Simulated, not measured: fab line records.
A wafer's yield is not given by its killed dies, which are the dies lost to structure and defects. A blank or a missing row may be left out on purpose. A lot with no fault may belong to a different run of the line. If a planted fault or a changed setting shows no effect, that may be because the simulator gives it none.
Which tool did it? / flow n5Finfet / Sampling: 11 lots, 33 wafers, 2 of 1938 route steps

## WHAT EACH GAUGE READ, for each wafer
N5_PASSIVATION_OVL_MEAS_60.
lot=L450; measured=day 12 03:38; on=overlay-01; TV_OVL (nm)=2 3 -2
lot=L452; measured=day 12 07:42; on=overlay-02; TV_OVL (nm)=8 10 4
lot=L451; measured=day 12 11:15; on=overlay-01; TV_OVL (nm)=3 9 0
lot=L454; measured=day 13 21:34; on=overlay-01; TV_OVL (nm)=8 5 11
lot=L453; measured=day 13 21:43; on=overlay-02; TV_OVL (nm)=4 9 -1
lot=L458; measured=day 14 16:46; on=overlay-02; TV_OVL (nm)=5 3 8
lot=L455; measured=day 14 16:48; on=overlay-01; TV_OVL (nm)=-1 -9 -5
lot=L459; measured=day 14 16:44; on=overlay-01; TV_OVL (nm)=-6 -10 -2
lot=L463; measured=day 16 01:22; on=overlay-02; TV_OVL (nm)=6 7 3
lot=L468; measured=day 17 00:50; on=overlay-01; TV_OVL (nm)=-1 8 -4
lot=L470; measured=day 18 06:26; on=overlay-02; TV_OVL (nm)=9 6 9

## TOOL THAT RAN EACH LOT (tool first, then ch and the chambers of the sampled wafers, then the start)
lot=L450; N5_MIM_TOP_ETCH_PECVD_03=pecvd-02 ch 0,1,2, day 12 01:32
lot=L452; N5_MIM_TOP_ETCH_PECVD_03=pecvd-02 ch 0,2, day 12 04:17
lot=L451; N5_MIM_TOP_ETCH_PECVD_03=pecvd-02 ch 0,1,2, day 12 08:17
lot=L454; N5_MIM_TOP_ETCH_PECVD_03=pecvd-01 ch 1,2, day 13 17:52
lot=L453; N5_MIM_TOP_ETCH_PECVD_03=pecvd-02 ch 0,1,2, day 13 19:17
lot=L458; N5_MIM_TOP_ETCH_PECVD_03=pecvd-03 ch 0,1,2, day 14 11:05
lot=L455; N5_MIM_TOP_ETCH_PECVD_03=pecvd-02 ch 0,2, day 14 11:52
lot=L459; N5_MIM_TOP_ETCH_PECVD_03=pecvd-01 ch 1,2, day 14 12:37
lot=L463; N5_MIM_TOP_ETCH_PECVD_03=pecvd-02 ch 0,1, day 15 23:32
lot=L468; N5_MIM_TOP_ETCH_PECVD_03=pecvd-03 ch 1,2, day 16 22:47
lot=L470; N5_MIM_TOP_ETCH_PECVD_03=pecvd-01 ch 0,2, day 18 02:25
- N5_MIM_TOP_ETCH_PECVD_03: deposits SiNx from SiH4/NH3/N2, target thk 20 nm, time 17.6 s.

## AS READ BY THE TOOLS THEMSELVES (means over the sampled wafers that have a number; for cases with no such wafer, the mark the record gives instead)
N5_MIM_TOP_ETCH_PECVD_03.
lot=L450; tool=pecvd-02; chamberPressureTorr (Torr)=1.5035; heaterPowerW (W)=720; showerheadPlenumPTorr (Torr)=5.14; susceptorTempC (C)=399.99; throttleValvePct (%)=39.0
lot=L452; tool=pecvd-02; chamberPressureTorr (Torr)=1.5001; heaterPowerW (W)=852; showerheadPlenumPTorr (Torr)=5.16; susceptorTempC (C)=399.98; throttleValvePct (%)=39.8
lot=L451; tool=pecvd-02; chamberPressureTorr (Torr)=1.5007; heaterPowerW (W)=793; showerheadPlenumPTorr (Torr)=5.13; susceptorTempC (C)=399.86; throttleValvePct (%)=39.0
lot=L454; tool=pecvd-01; chamberPressureTorr (Torr)=1.4996; heaterPowerW (W)=711; showerheadPlenumPTorr (Torr)=5.12; susceptorTempC (C)=400.02; throttleValvePct (%)=41.0
lot=L453; tool=pecvd-02; chamberPressureTorr (Torr)=1.5020; heaterPowerW (W)=713; showerheadPlenumPTorr (Torr)=5.15; susceptorTempC (C)=400.05; throttleValvePct (%)=39.3
lot=L458; tool=pecvd-03; chamberPressureTorr (Torr)=1.4985; heaterPowerW (W)=862; showerheadPlenumPTorr (Torr)=5.16; susceptorTempC (C)=399.92; throttleValvePct (%)=40.4
lot=L455; tool=pecvd-02; chamberPressureTorr (Torr)=1.5036; heaterPowerW (W)=760; showerheadPlenumPTorr (Torr)=5.17; susceptorTempC (C)=399.93; throttleValvePct (%)=39.8
lot=L459; tool=pecvd-01; chamberPressureTorr (Torr)=1.5006; heaterPowerW (W)=755; showerheadPlenumPTorr (Torr)=5.14; susceptorTempC (C)=400.31; throttleValvePct (%)=40.0
lot=L463; tool=pecvd-02; chamberPressureTorr (Torr)=1.5039; heaterPowerW (W)=819; showerheadPlenumPTorr (Torr)=5.14; susceptorTempC (C)=400.07; throttleValvePct (%)=39.9
lot=L468; tool=pecvd-03; chamberPressureTorr (Torr)=1.4984; heaterPowerW (W)=822; showerheadPlenumPTorr (Torr)=5.20; susceptorTempC (C)=400.14; throttleValvePct (%)=40.2
lot=L470; tool=pecvd-01; chamberPressureTorr (Torr)=1.5018; heaterPowerW (W)=794; showerheadPlenumPTorr (Torr)=5.15; susceptorTempC (C)=399.89; throttleValvePct (%)=41.7

## THE ANSWER, worked out from the rows above alone
Rule: the usual values come from the lots themselves. The widest of any qualifying gaps counts: lots, ordered by their means at a reading, are off when they make up no more than a third of the lots, leave a main group of 4 or more, and stand apart from it by 3 or more times the standard deviation of that group's means. A main group whose means are all the same, to the digits that the tables above print for the reading, isn't used. A lot without any number at a reading at which 4 lots or more have one is off too. Any other lot the step has rows for is counted as sound. First the gauges in route order, then the tools' own readings, where a lot's mean is used as printed above. The first step at which some lot is off is used, and at that step the reading that is off furthest; a lot without a number counts as furthest.
Across all readings shown, no lot is off: no conclusion can be drawn from this.

## WHAT WAS PUT IN BY THE SIMULATOR
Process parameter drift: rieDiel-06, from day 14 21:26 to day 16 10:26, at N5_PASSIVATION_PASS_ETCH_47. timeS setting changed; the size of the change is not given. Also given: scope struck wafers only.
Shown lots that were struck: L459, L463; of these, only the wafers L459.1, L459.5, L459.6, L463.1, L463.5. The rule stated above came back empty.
